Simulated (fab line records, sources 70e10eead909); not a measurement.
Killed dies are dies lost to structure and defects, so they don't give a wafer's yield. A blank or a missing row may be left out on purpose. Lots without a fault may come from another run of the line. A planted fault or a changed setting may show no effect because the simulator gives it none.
A struck lot beside a sound one | flow nand_harc | 37 steps out of a route of 1302
Sound: wafers L570.1, L570.2, L570.5. Struck: wafers L569.1, L569.2, L569.3. The cause comes at the end.
At each step with rows: each side's tool, then ch and its chambers, then its first start. Under that, the readings that differ: sound wafers | struck wafers | difference of the means | sigmas: that difference in standard deviations of wafers without a fault.
alike: readings whose means differ by less than 2 such deviations, and words and numbers that are the same on both sides. not compared: withheld readings, readings that some wafer has no value for, bounds like >300 that may hide the same value, and numbers for which the record gives no deviation and whose values overlap.
The two part at a step that has a row with sigmas, a row that says differs or no value, or rows on one side only. Numbers that don't overlap but have no deviation are shown without sigmas and don't part them. A reading that every wafer of one side lacks parts them only if that side has two wafers or more.

first, 10 steps without rows for these wafers: NHARC_P_CONTACT_CMP_24 (polishes, t overpolish 30 s, target thk 200 nm); NHARC_P_CONTACT_SRD_26; NHARC_P_M0_DEP_00 (deposits SiOC, target thk 150 nm); NHARC_P_M0_DEHYDRATE_01 (time 120 s); NHARC_P_M0_HMDS_02 (time 30 s); NHARC_P_M0_COAT_33 (time 65 s); NHARC_P_M0_COAT_03 (resist thk 90 nm); NHARC_P_M0_SOFTBAKE_04 (time 55 s); NHARC_P_M0_EBR_05; NHARC_P_M0_EXPOSE_06 (exposes mask P M0, target cd 90 nm).
NHARC_P_M0_PEB_07: peb time 65 s.
  sound on litho_track-04 ch 0, day 15 02:59; struck on litho_track-06 ch 0, day 14 22:46
  reading                  | sound              | struck               | difference | sigmas
  heater_power_total_W (W) | 156.3 157.1 157.1  | 161.5 160.7 160.8    | +4.2       | +10
  plate_temp_C (C)         | 99.85 100.13 99.91 | 102.45 102.24 102.30 | +2.37      | +18
then, 1 step without rows for these wafers: NHARC_P_M0_DEVELOP_08 (develop time 35 s).
NHARC_P_M0_CD_MEAS_09: target cd 90 nm.
  sound on cd_sem-03 ch 0, day 15 03:04; struck on cd_sem-01 ch 0
  reading    | sound          | struck         | difference | sigmas
  cd_nm (nm) | 90.3 89.6 89.5 | 97.1 96.7 97.0 | +7.1       | +12
  not compared: hold
NHARC_P_M0_OVL_MEAS_10: pitch 180 nm.
  sound on overlay-01, day 15 03:08; struck on overlay-02, day 15 05:59
  reading | sound | struck                                                                     | difference                   | sigmas
  hold    | - - - | await_dispo/6.9h/release await_dispo/6.9h/release await_dispo/6.9h/release | no value on the sound wafers |
  alike: overlay_x_nm, overlay_y_nm
NHARC_P_M0_DESCUM_14: chemistry O2, time 3 s.
  sound on rie_diel-06 ch 2,3, day 15 03:14; struck on rie_diel-06 ch 0,2,3, day 15 06:08
  reading               | sound             | struck            | difference | sigmas
  model.P_M0.cd_nm (nm) | 90.04 89.65 89.51 | 97.08 96.85 97.63 | +7.45      |
  alike: drypump_motor_current_A, oes_product_au, rf_vpp_V, showerhead_plenum_p_Torr, throttle_valve_pct
  not compared: rf_hours_counter_h
then, 1 step without rows for these wafers: NHARC_P_M0_ETCH_34 (etches the open film in N2/H2, target depth 40 nm, overetch 12 nm, time 43.94 s).
NHARC_P_M0_ETCH_15: etches the open film in C4F8/Ar, target depth 150 nm, overetch 15 nm, time 82.5 s.
  sound on rie_diel-06 ch 0,2,3; struck on rie_diel-06 ch 0,2,3
  reading               | sound             | struck            | difference | sigmas
  model.P_M0.cd_nm (nm) | 90.39 90.26 89.86 | 97.61 96.71 97.89 | +7.23      |
  alike: bias_w, oes_product_au, rf_vpp_V
  not compared: rf_hours_counter_h
NHARC_P_M0_CD_MEAS_16:
  sound on cd_sem-02, day 15 03:41; struck on cd_sem-02, day 15 06:40
  reading    | sound          | struck         | difference | sigmas
  cd_nm (nm) | 90.7 90.0 90.1 | 98.0 97.0 97.8 | +7.3       | +9
  not compared: hold
then, 17 steps without rows for these wafers: NHARC_P_M0_STRIP_19 (strips in post etch residue remover, time 600 s); NHARC_P_M0_DEGAS_28 (time 60 s); NHARC_P_M0_PRE_CLEAN_29 (time 30 s); NHARC_P_M0_PVD_20 (deposits TaN, target thk 5 nm, time 8.06 s); NHARC_P_M0_PVD_21 (deposits Cu, target thk 30 nm, time 20.49 s); NHARC_P_M0_ECD_22 (material Cu, target thk 400 nm); NHARC_P_M0_ANNEAL_30 (time 90 s); NHARC_P_M0_CMP_23 (polishes, t overpolish 20 s, target thk 117.54 nm); NHARC_P_M0_SRD_25; NHARC_P_M0_PRE_CLEAN_31 (time 12 s); NHARC_P_M0_DEP_32 (deposits SiCN, target thk 30 nm); NHARC_P_M1_DEP_00 (deposits SiOC, target thk 182.5 nm); NHARC_P_M1_DEHYDRATE_01 (time 120 s); NHARC_P_M1_HMDS_02 (time 30 s); NHARC_P_M1_COAT_34 (time 65 s); NHARC_P_M1_COAT_03 (resist thk 90 nm); NHARC_P_M1_SOFTBAKE_04 (time 55 s).
NHARC_P_M1_DESCUM_14: chemistry O2, time 3 s.
  sound on rie_diel-09 ch 0,1,3, day 15 07:46; struck on rie_diel-09 ch 0,2,3, day 15 20:50
  reading               | sound             | struck        | difference | sigmas
  model.P_M1.cd_nm (nm) | 131.6 130.1 130.7 | 129.6 129 130 | -1.3       |
  alike: drypump_motor_current_A, oes_product_au, rf_vpp_V, showerhead_plenum_p_Torr, throttle_valve_pct
  not compared: rf_hours_counter_h
-- the record jumps here: 19 days lie between the struck wafers' starts before and after (it left off in module P_M1 and takes up again in module END, whose first step shown is number 1302 of the route) --
NHARC_END_SORT_01:
  the record has rows for the struck wafers here (prober-02 ch 0, day 34 22:27) and none for the sound ones

WHERE THEY PART
First at NHARC_P_M0_PEB_07; last, within this record, at NHARC_END_SORT_01.

WHY: what the simulator had put in
Process parameter drift: litho_track-06, from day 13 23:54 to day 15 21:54, at NHARC_P_M0_PEB_07. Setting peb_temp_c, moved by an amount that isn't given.
